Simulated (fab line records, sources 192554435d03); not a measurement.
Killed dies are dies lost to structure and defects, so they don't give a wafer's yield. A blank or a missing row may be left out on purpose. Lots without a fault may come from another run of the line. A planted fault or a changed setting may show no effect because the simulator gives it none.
fab line records | flow n5_finfet
record lots=9 wafers=27 last_day=19
route steps=1938 shown SD_EPI_P@303 SD_ACTIVATION@331 ILD0@339 BEOL_M4@1111
lots that met no fault: from a run of the same line without faults
start_h: hours from the record's first day to the start of the lot's first wafer shown | wait_h: hours since the lot's step before | " the same as in the row above | L1.1+2: a row that stands for several wafers | - no value, or no start given | * or withheld: withheld | < > ~ a bound
route shown NAME@n: a module of which the file shows steps, and the number in the route of the first | usual: mean/standard deviation of fault-free wafers | same: alike in all rows | chamber/n: place in a boat | sites: the reading at each site | _std_site: their standard deviation | _edge_site: outer sites' mean less inner sites' | radius_mm: how far each site lies from the wafer's centre | mask NAME#n: copy n | behind: the tool/chamber that last shaped the wafer | hold: why the lot was held/for how many hours/how that ended | device: the transistor (n, p or np) that didn't switch | end of line: the same wafers' tests at the end of the route | a step without rows: its recipe alone | killed: dies lost to structure and defects at the first sort, not the wafer's yield | map: a wafer's dies, x killed, . not, _ none there
set.NAME: the setting as run; set.NAME@STEP: as run at that earlier step | model.NAME: the simulator's own value behind a step, which no gauge read
steps of the route over a sample of lots; a table a step, a row a wafer
services: from which hour (start_h, from the record's first day; less than 0 if before it) a tool's chamber was out of use, for how many hours, and why
## steps
# step N5_SD_EPI_P_CD_MEAS_09
# recipe target_cd_nm=240 landing_energy_ev=500 detector=se_inlens
# usual cd_nm=240.0/0.56
# columns lot.wafer tool chamber start_h wait_h cd_nm
L695.2 cd_sem-03 0 54.79 - 240.7
L695.3 " 0 " " 240.1
L695.5 " 0 " " 240.3
L700.3 cd_sem-03 0 85.26 - 239.9
L700.4 " 0 " " 240.1
L700.6 " 0 " " 239.7
L702.1 cd_sem-02 0 98.76 - 240.0
L702.2 " 0 " " 240.2
L702.5 " 0 " " 239.9
L705.1 cd_sem-01 0 116.08 - 240.1
L705.3 " 0 " " 239.4
L705.4 " 0 " " 238.8
L707.1 cd_sem-02 0 125.86 - 240.5
L707.2 " 0 " " 240.2
L707.6 " 0 " " 240.0
L708.3 cd_sem-01 0 132.26 - 240.4
L708.5 " 0 " " 240.1
L708.6 " 0 " " 239.4
L712.1 cd_sem-01 0 153.50 - 238.3
L712.2 " 0 " " 239.4
L712.4 " 0 " " 239.5
L715.1 cd_sem-03 0 173.66 - 239.6
L715.3 " 0 " " 240.3
L715.4 " 0 " " 240.1
L718.2 cd_sem-01 0 192.44 - 239.8
L718.5 " 0 " " 240.0
L718.6 " 0 " " 240.0
# step N5_SD_EPI_P_ETCH_36
# recipe chemistry=CF4 target=SiARC target_depth_a=455 mask_material=CAR-ArF-block time_s=75.8 ion_energy_ev=80 pressure_mtorr=40 source_w=545 bias_w=36 Ar_flow_sccm=100 cf4_flow_sccm=100 ends=cleared
# usual drypump_motor_current_A=5.9/0.43 etch_rf_on_time_s=75.6/1.2 oes_product_au=0.67/0.06 rf_vpp_V=184.6/1.1 showerhead_plenum_p_Torr=2.17/0.055 throttle_valve_pct=15.60/0.15
# columns lot.wafer tool chamber start_h wait_h drypump_motor_current_A etch_rf_on_time_s oes_product_au rf_hours_counter_h rf_vpp_V showerhead_plenum_p_Torr throttle_valve_pct
L695.2 rie_diel-03 1 54.91 0.0 6.0 76.6 0.59 248 183.4 2.11 15.82
L695.3 " 2 " " 5.5 74.3 0.65 159 184.6 2.14 15.44
L695.5 " 1 " " 6.1 76.0 0.59 - 184.3 2.11 15.82
L700.3 rie_diel-04 0 85.41 0.0 5.4 74.4 0.77 32 186.1 2.27 15.32
L700.4 " 1 " " 6.1 76.3 0.66 115 183.1 2.15 15.73
L700.6 " 1 " " 6.1 75.6 0.67 - 184.9 2.15 15.72
L702.1 rie_diel-03 3 98.88 0.0 5.6 75.1 0.62 179 183.7 2.13 15.69
L702.2 " 0 " " 6.4 75.1 0.65 175 182.4 2.13 15.62
L702.5 " 1 " " 6.0 72.9 0.82 - 182.4 2.10 15.34
L705.1 rie_diel-05 3 116.26 0.0 5.7 73.8 0.76 33 186.0 2.26 15.48
L705.3 " 0 " " 5.2 76.3 0.71 68 182.7 2.17 15.73
L705.4 " 1 " " 5.8 75.9 0.64 149 185.3 2.23 15.64
L707.1 rie_diel-04 2 125.99 0.0 6.5 76.6 0.64 188 184.4 2.13 15.54
L707.2 " 1 " " 6.2 76.8 0.65 128 182.8 2.15 15.75
L707.6 " 1 " " 6.2 77.8 0.65 - 183.7 2.15 15.76
L708.3 rie_diel-05 3 132.38 0.0 5.7 73.5 0.75 38 186.9 2.26 15.52
L708.5 " 0 " " 5.2 76.5 0.69 - 185.3 2.17 15.73
L708.6 " 1 " " 5.8 76.2 0.63 - 185.3 2.23 15.66
L712.1 rie_diel-03 3 153.62 0.0 5.6 75.8 0.60 200 183.9 2.12 15.73
L712.2 " 1 " " 6.0 73.6 0.77 29 182.4 2.09 15.38
L712.4 " 1 " " 6.0 73.5 0.77 - 182.3 2.09 15.36
L715.1 rie_diel-04 2 173.80 0.0 6.5 77.4 0.62 203 183.4 2.13 15.57
L715.3 " 1 " " 6.3 77.5 0.65 144 183.2 2.14 15.79
L715.4 " 0 " " 5.4 75.8 0.73 61 185.1 2.26 15.38
L718.2 rie_diel-04 1 192.79 0.0 6.2 75.8 0.65 148 185.4 2.14 15.80
L718.5 " 1 " " 6.3 75.8 0.65 - 184.2 2.14 15.81
L718.6 " 0 " " 5.4 74.9 0.73 - 186.3 2.25 15.39
# step N5_SD_ACTIVATION_LSA_01
# recipe temp_c=1080 time_s=0.0008 ambient=N2
# usual wafer_temp_C_max=1085.3/1.1
# columns lot.wafer tool chamber start_h wait_h wafer_temp_C_max
L695.2 laser_anneal-02 0 59.72 0.2 1083.8
L695.3 " 0 " " 1086.6
L695.5 " 0 " " 1084.2
L700.3 laser_anneal-01 0 89.56 0.3 1083.9
L700.4 " 0 " " 1085.2
L700.6 " 0 " " 1084.7
L702.1 laser_anneal-01 0 102.91 0.2 1084.5
L702.2 " 0 " " 1086.6
L702.5 " 0 " " 1084.7
L705.1 laser_anneal-02 0 122.13 0.2 1083.8
L705.3 " 0 " " 1086.0
L705.4 " 0 " " 1086.6
L707.1 laser_anneal-01 0 130.74 0.2 1023.5
L707.2 " 0 " " 1022.9
L707.6 " 0 " " 1024.5
L708.3 laser_anneal-01 0 137.20 0.2 1022.2
L708.5 " 0 " " 1025.9
L708.6 " 0 " " 1022.4
L712.1 laser_anneal-02 0 157.53 0.2 1085.1
L712.2 " 0 " " 1084.7
L712.4 " 0 " " 1085.1
L715.1 laser_anneal-02 0 178.63 0.2 1085.3
L715.3 " 0 " " 1085.2
L715.4 " 0 " " 1085.2
L718.2 laser_anneal-02 0 196.76 0.2 1085.7
L718.5 " 0 " " 1088.9
L718.6 " 0 " " 1085.6
# step N5_SD_ACTIVATION_RS_MEAS_03
# recipe thk_meas_gauge=four-point-probe
# usual RS_SD_N=21.90/0.27 RS_SD_P=56.2/0.86
# columns lot.wafer tool chamber start_h wait_h RS_SD_N[ohm/sq] RS_SD_P[ohm/sq]
L695.2 film_metro-02 - 59.91 0.2 21.79 55.5
L695.3 " - " " 22.00 55.4
L695.5 " - " " 22.12 56.5
L700.3 film_metro-02 - 89.75 0.2 21.65 57.8
L700.4 " - " " 21.80 57.1
L700.6 " - " " 21.79 57.1
L702.1 film_metro-02 - 103.12 0.2 21.98 57.3
L702.2 " - " " 21.75 57.3
L702.5 " - " " 21.60 57.5
L705.1 film_metro-01 - 122.34 0.2 22.06 58.2
L705.3 " - " " 21.89 57.1
L705.4 " - " " 21.62 57.5
L707.1 film_metro-01 - 130.94 0.2 27.76 57.2
L707.2 " - " " 27.44 57.8
L707.6 " - " " 28.16 57.8
L708.3 film_metro-01 - 137.40 0.2 27.84 56.9
L708.5 " - " " 28.21 56.3
L708.6 " - " " 28.02 57.8
L712.1 film_metro-02 - 157.73 0.2 22.11 55.8
L712.2 " - " " 21.85 55.6
L712.4 " - " " 22.23 55.1
L715.1 film_metro-02 - 178.83 0.2 22.08 55.4
L715.3 " - " " 22.03 55.7
L715.4 " - " " 22.17 58.0
L718.2 film_metro-01 - 196.95 0.2 21.99 56.1
L718.5 " - " " 21.98 56.7
L718.6 " - " " 22.11 56.4
# step N5_ILD0_THK_MEAS_04
# usual thk_nm=197.5/1.1
# columns lot.wafer tool chamber start_h wait_h thk_nm
L695.2 film_metro-02 - 62.91 - 197.2
L695.3 " - " " 198.6
L695.5 " - " " 197.4
L700.3 film_metro-02 - 92.76 - 198.1
L700.4 " - " " 197.3
L700.6 " - " " 197.9
L702.1 film_metro-02 - 106.13 - 199.4
L702.2 " - " " 197.7
L702.5 " - " " 197.3
L705.1 film_metro-01 - 125.37 - 199.8
L705.3 " - " " 199.2
L705.4 " - " " 198.2
L707.1 film_metro-02 - 133.96 - 197.2
L707.2 " - " " 198.2
L707.6 " - " " 198.0
L708.3 film_metro-01 - 140.39 - 197.6
L708.5 " - " " 197.8
L708.6 " - " " 196.9
L712.1 film_metro-01 - 161.31 - 198.7
L712.2 " - " " 197.1
L712.4 " - " " 197.8
L715.1 film_metro-01 - 181.85 - 197.0
L715.3 " - " " 196.6
L715.4 " - " " 197.2
L718.2 film_metro-02 - 200.31 - 198.0
L718.5 " - " " 197.9
L718.6 " - " " 196.6
# step N5_BEOL_M4_RC_MEAS_101
# usual DIBL_N=36.1/1.3 DIBL_P=36.1/1.7 IOFF_N=0.154/0.022 IOFF_P=0.201/0.024 ION_N=675/8.9 ION_P=462/5.9 RC_DENSE_N=18.8/0.36 RC_N=15.35/0.27 REXT_N=75.0/1.4 RS_SD_N=28.4/0.34 SS_N=71.5/0.49 SS_P=73.3/0.58 VT_N=250.0/2.7 VT_P=-251.3/2.7
# columns lot.wafer tool chamber start_h wait_h DIBL_N[mV/V] DIBL_P[mV/V] IOFF_N[nA/um] IOFF_P[nA/um] ION_N[uA/um] ION_P[uA/um] RC_DENSE_N[ohm.um] RC_N[ohm.um] REXT_N[ohm.um] RS_SD_N[ohm/sq] SS_N[mV/dec] SS_P[mV/dec] VT_N[mV] VT_P[mV]
L695.2 prober-01 0 164.01 0.2 35.6 34.7 0.148 0.194 674 468 18.3 15.03 76.8 28.0 71.6 73.1 249.6 -251.0
L695.3 " 0 " " 35.7 34.9 0.151 0.200 688 470 18.5 14.97 75.9 28.1 72.3 73.5 249.3 -249.6
L695.5 " 0 " " 35.3 34.9 0.147 0.196 678 463 18.3 15.00 77.0 28.6 72.2 72.6 247.7 -250.2
L700.3 prober-01 0 193.75 0.3 35.5 35.7 0.139 0.213 673 460 18.4 15.09 74.1 27.8 72.1 73.3 251.8 -249.5
L700.4 " 0 " " 35.4 34.5 0.133 0.200 656 459 18.4 15.17 74.5 28.4 71.7 72.9 253.1 -248.3
L700.6 " 0 " " 35.1 34.4 0.133 0.200 663 461 19.0 15.47 74.8 28.3 71.3 72.8 249.9 -248.9
L702.1 prober-02 0 212.89 0.0 36.1 34.8 0.155 0.202 669 464 19.3 15.56 72.7 28.6 71.9 72.5 250.6 -253.7
L702.2 " 0 " " 35.3 33.5 0.148 0.184 682 462 18.1 14.86 71.7 28.0 72.0 72.7 249.2 -254.6
L702.5 " 0 " " 35.4 33.9 0.141 0.189 674 465 18.8 15.34 73.0 28.2 71.2 73.1 253.0 -253.1
L705.1 prober-01 0 234.47 0.0 36.3 35.6 0.127 0.182 662 455 18.7 15.32 74.1 28.6 71.1 72.7 252.8 -253.7
L705.3 " 0 " " 37.7 37.2 0.162 0.205 672 460 19.0 15.55 73.6 28.0 71.3 74.0 249.4 -252.9
L705.4 " 0 " " 34.9 33.8 0.116 0.165 664 455 18.8 15.41 73.3 27.9 70.9 72.9 253.7 -253.3
L708.3 prober-01 0 256.60 0.3 32.6 32.7 0.120 0.163 665 464 23.1 19.12 85.6 35.1 71.1 73.1 252.1 -253.6
L708.5 " 0 " " 33.1 33.6 0.126 0.178 652 458 23.0 18.93 86.4 35.1 71.0 73.4 251.7 -254.3
L708.6 " 0 " " 33.2 32.3 0.116 0.156 659 459 23.8 19.50 86.2 34.9 71.2 72.7 255.3 -254.8
L707.1 prober-01 0 259.59 0.0 35.7 34.7 0.141 0.202 661 465 22.9 18.70 85.5 35.3 70.4 72.4 249.5 -247.4
L707.2 " 0 " " 36.8 35.7 0.156 0.214 660 463 22.3 18.24 85.7 34.7 71.1 73.2 250.2 -250.3
L707.6 " 0 " " 36.4 35.4 0.157 0.208 667 466 22.7 18.76 86.4 34.8 70.9 73.3 249.4 -251.8
L712.1 prober-02 0 287.81 0.0 36.5 37.5 0.156 0.221 674 468 18.9 15.65 78.5 28.9 71.2 73.8 251.3 -248.6
L712.2 " 0 " " 36.1 37.5 0.160 0.216 676 470 18.8 15.23 77.4 28.6 72.1 72.7 251.1 -247.2
L712.4 " 0 " " 35.8 37.1 0.146 0.205 665 464 18.8 15.51 78.4 28.9 72.0 72.9 253.0 -247.0
L715.1 prober-02 0 293.24 0.0 38.8 38.7 0.206 0.234 693 465 19.0 15.62 74.3 28.4 72.0 74.5 246.4 -251.8
L715.3 " 0 " " 38.5 38.0 0.195 0.228 696 471 18.3 15.10 74.8 28.5 71.5 74.8 247.9 -251.2
L715.4 " 0 " " 36.1 35.9 0.144 0.182 675 458 18.6 15.17 74.4 28.5 71.0 73.2 250.5 -255.0
L718.2 prober-01 0 322.61 0.2 35.0 35.5 0.129 0.156 667 456 18.8 15.36 74.3 28.6 71.1 73.3 251.5 -255.6
L718.5 " 0 " " 35.0 36.1 0.136 0.168 678 460 18.8 15.37 73.9 28.3 71.8 72.9 249.9 -253.4
L718.6 " 0 " " 35.9 36.4 0.141 0.169 677 462 18.9 15.42 74.1 28.7 72.3 73.3 250.5 -256.6
## services
# columns tool chamber start_h hours kind
laser_anneal-01 - 39.36 2.2 pm
laser_anneal-02 - 39.52 0.7 repair
rie_diel-03 1 60.76 - clean
rie_diel-03 1 60.76 - consumable_replace:focus_ring
rie_diel-03 1 60.76 13.9 scheduled_down
rie_diel-03 1 60.76 13.9 vent_cycle
rie_diel-03 2 79.31 3.5 repair
rie_diel-03 - 87.04 0.8 repair
rie_diel-04 3 95.97 9.2 repair
rie_diel-03 2 97.05 64.8 repair
rie_diel-05 - 140.08 0.4 repair
laser_anneal-02 - 153.34 2.7 pm
laser_anneal-02 - 167.32 8.5 pm
laser_anneal-02 - 181.14 7.4 repair
## key
first_sign step=N5_SD_ACTIVATION_LSA_01 reading=wafer_temp_C_max direction=down sigmas=58 usual=* struck=*
effect step=N5_SD_ACTIVATION_RS_MEAS_03 reading=RS_SD_N direction=up sigmas=22 usual=21.90 struck=27.91
effect step=N5_BEOL_M4_RC_MEAS_101 reading=RS_SD_N direction=up sigmas=19 usual=28.4 struck=35.0
effect step=N5_BEOL_M4_RC_MEAS_101 reading=RC_N direction=up sigmas=13 usual=15.35 struck=18.87
effect step=N5_BEOL_M4_RC_MEAS_101 reading=RC_DENSE_N direction=up sigmas=12 usual=18.8 struck=23.0
effect step=N5_BEOL_M4_RC_MEAS_101 reading=REXT_N direction=up sigmas=7.9 usual=75.0 struck=86.0
effect step=N5_BEOL_M4_RC_MEAS_101 reading=ION_N direction=down sigmas=1.6 usual=675 struck=661
met_at N5_SD_ACTIVATION_LSA_01
struck_lots L707,L708
not_acting_at N5_SD_EPI_P_CD_MEAS_09,N5_SD_EPI_P_ETCH_36,N5_ILD0_THK_MEAS_04
onset_between 102.91 130.74
fault kind=process_parameter_drift tool=laser_anneal-01 chamber=- onset_h=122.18 steps=N5_SD_ACTIVATION_LSA_01 channel=temp_c offset=* shape=step end_h=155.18 stated=*
